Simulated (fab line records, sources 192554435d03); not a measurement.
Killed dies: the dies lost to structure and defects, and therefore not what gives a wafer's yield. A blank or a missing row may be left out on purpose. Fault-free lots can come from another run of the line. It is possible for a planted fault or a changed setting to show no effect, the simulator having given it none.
Split-lot study -- flow n5-finfet -- 7 lots, 21 wafers read, on a route of 1938 steps

THE SPLIT
At N5_MOL_CONTACT_COAG_ALD_133 (deposits SiO2, target thk 5 nm, pulse time 1 s, co reactant pulse time 1 s), the setting ald-cycles was moved away from the recipe's 35 on 5 of the 21 wafers read, by -14.3% to +14.3%. All remaining wafers had this setting at the recipe value.

The split's own step is where the reading is taken.

THE READING
SiO2_of_MOL_CONTACT_COAG_ALD_133.thk-nm (the simulator's own value, which no gauge read), in nm, at N5_MOL_CONTACT_COAG_ALD_133 (deposits SiO2, target thk 5 nm, pulse time 1 s, co reactant pulse time 1 s). The file gives no usual value for it.

wafer,"tool, chamber at the split",ald-cycles as run,against the recipe,"SiO2_of_MOL_CONTACT_COAG_ALD_133.thk-nm, nm",against lot-mates on the recipe
L074.3,"ald-sin-02, 3,0,0",35,recipe,5,-
L074.4,"ald-sin-02, 3,0,0",35,recipe,5,-
L074.6,"ald-sin-02, 3,0,0",35,recipe,5,-
L075.1,"ald-sin-01, 0,3",35,recipe,5,-
L075.3,"ald-sin-01, 0,3",35,recipe,5,-
L075.2,"ald-sin-01, 1",40,+14.3%,5.8,+0.8
L077.2,"ald-sin-02, 0",30,-14.3%,4.4,-0.6
L077.3,"ald-sin-02, 3",35,recipe,5,-
L077.5,"ald-sin-02, 3",30,-14.3%,4.2,-0.8
L078.2,"ald-sin-02, 0,1",35,recipe,5,-
L078.6,"ald-sin-02, 0,1",35,recipe,5,-
L078.5,"ald-sin-02, 0",38,+8.6%,5.4,+0.4
L087.1,"ald-sin-02, 3,2,3",35,recipe,5,-
L087.3,"ald-sin-02, 3,2,3",35,recipe,5,-
L087.4,"ald-sin-02, 3,2,3",35,recipe,5,-
L092.3,"ald-sin-01, 0,3",35,recipe,5,-
L092.4,"ald-sin-01, 0,3",35,recipe,5,-
L092.6,"ald-sin-01, 2",31,-11.4%,4.4,-0.6
L097.1,"ald-sin-02, 3,1,3",35,recipe,5,-
L097.4,"ald-sin-02, 3,1,3",35,recipe,5,-
L097.5,"ald-sin-02, 3,1,3",35,recipe,5,-
If several chambers appear in one row, that row covers several wafers at once and the file leaves open which wafer was in which chamber.

THE FIT
A straight line over all 21 wafers: SiO2_of_MOL_CONTACT_COAG_ALD_133.thk-nm changes by +0.0512 nm for each +1% of ald-cycles; r = +0.99; the points scatter about the line by 0.038 nm.
The same after taking each lot's own level away (the mean of its wafers on the recipe; 21 wafers): +0.0512 nm for each +1%; r = +0.99; scatter 0.038 nm.
That fit puts the effect of the largest move of ald-cycles on the reading at 0.73 nm.
The lots' own levels span 5.00 to 5.00 nm.
The two slopes are in agreement: the lot-to-lot level therefore moves the slope only a little.
Check: -0.775 nm against its lot-mates is what the line predicts for one of the wafers moved furthest among these (-14.3%) when that wafer is left out of the fit. Against them it came out at -0.6 nm.

THESE WAFERS: OTHER SPLITS
Other splits were also applied to these wafers ahead of the reading. Each is held against what the fit with the lots' levels taken away leaves over:
other split on the same wafers,wafers away from the commonest value,r with SiO2_of_MOL_CONTACT_COAG_ALD_133.thk-nm (lot level and that fit taken away)
N5_GATE_CUT_COAT_27 spin-rpm,5,-0.33
N5_MOL_CONTACT_COAG_COAT_63 spin-rpm,9,-0.11
N5_MOL_CONTACT_COAG_COAT_64 temp-c,11,+0.02

FILE'S OWN FIT
SiO2_of_MOL_CONTACT_COAG_ALD_133.thk-nm changes by +0.0518 nm for each +1% of ald-cycles, r = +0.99.
